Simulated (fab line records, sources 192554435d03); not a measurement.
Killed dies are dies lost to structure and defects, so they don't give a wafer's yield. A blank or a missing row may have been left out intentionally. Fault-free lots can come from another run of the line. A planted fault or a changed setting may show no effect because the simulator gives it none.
Which of the tools did it?    flow n5Finfet    29 wafers from 10 lots sampled at 3 of the route's 1938 steps

== WHAT EACH GAUGE READ, for each wafer ==
N5_BEOL_M10_CD_MEAS_18: pitch 140 nm, target cd 70 nm.
lot   measured      on        cdNm (nm)
L687  day 9 22:52   cdSem-01  70.0 70.8 69.8
L688  day 10 19:07  cdSem-01  69.4 68.9 69.4
L692  day 11 05:59  cdSem-01  70.1 70.4 69.9
L690  day 11 08:56  cdSem-01  69.8 70.3 70.5
L693  day 11 16:55  cdSem-01  69.6 69.9 69.5
L696  day 12 19:52  cdSem-03  70.4 70.2 69.1
L697  day 13 05:27  cdSem-02  69.8 69.4 70.0
L698  day 13 13:22  cdSem-02  69.7 69.8 69.3
L700  day 13 16:37  cdSem-01  69.8 71.4 70.4
L709  day 15 19:07  cdSem-03  70.0 70.0

== WHICH TOOL RAN EACH LOT (tool, then ch and the chambers of the sampled wafers, then the start) ==
lot   N5_BEOL_M10_DESCUM_16              N5_BEOL_M10_STRIP_67
L687  rieDiel-05 ch 2,3, day 9 22:22     rieDiel-05 ch 2,3, day 9 22:36
L688  rieDiel-05 ch 0,1,3, day 10 18:38  rieDiel-05 ch 0,1,3, day 10 18:52
L692  rieDiel-02 ch 0,1,2, day 11 05:32  rieDiel-02 ch 0,1,2, day 11 05:46
L690  rieDiel-02 ch 1,2,3, day 11 08:28  rieDiel-02 ch 1,2,3, day 11 08:43
L693  rieDiel-02 ch 0,1,3, day 11 16:27  rieDiel-02 ch 0,1,3, day 11 16:41
L696  rieDiel-06 ch 2,3, day 12 19:25    rieDiel-06 ch 2,3, day 12 19:38
L697  rieDiel-05 ch 0,2,3, day 13 05:00  rieDiel-05 ch 0,2,3, day 13 05:14
L698  rieDiel-02 ch 1,2,3, day 13 12:55  rieDiel-02 ch 1,2,3, day 13 13:08
L700  rieDiel-06 ch 0,1,3, day 13 16:06  rieDiel-06 ch 0,1,3, day 13 16:20
L709  rieDiel-06 ch 1,3, day 15 18:36    rieDiel-06 ch 1,3, day 15 18:50
- N5_BEOL_M10_DESCUM_16: chemistry O2, time 7.9 s.
- N5_BEOL_M10_STRIP_67: strips in CF4.

== THE ANSWER, worked out from the rows above alone ==
Rule: what is usual is taken from the lots themselves. Put in order of their means at a reading, lots are off if they are a third of the lots or fewer, leave a main group of 4 or more, and stand apart from it by a gap of 3 or more times the standard deviation of the main group's means; of several such gaps the widest counts. The tables above print the reading to a certain number of digits; a main group whose means all agree to those digits is not used. Also off: a lot with no number at a reading for which 4 or more lots have one. Any other lot the step has rows for is counted as sound.
Nothing can be told from this: no lot is off at any reading shown.

== WHAT THE SIMULATOR HAD INSERTED ==
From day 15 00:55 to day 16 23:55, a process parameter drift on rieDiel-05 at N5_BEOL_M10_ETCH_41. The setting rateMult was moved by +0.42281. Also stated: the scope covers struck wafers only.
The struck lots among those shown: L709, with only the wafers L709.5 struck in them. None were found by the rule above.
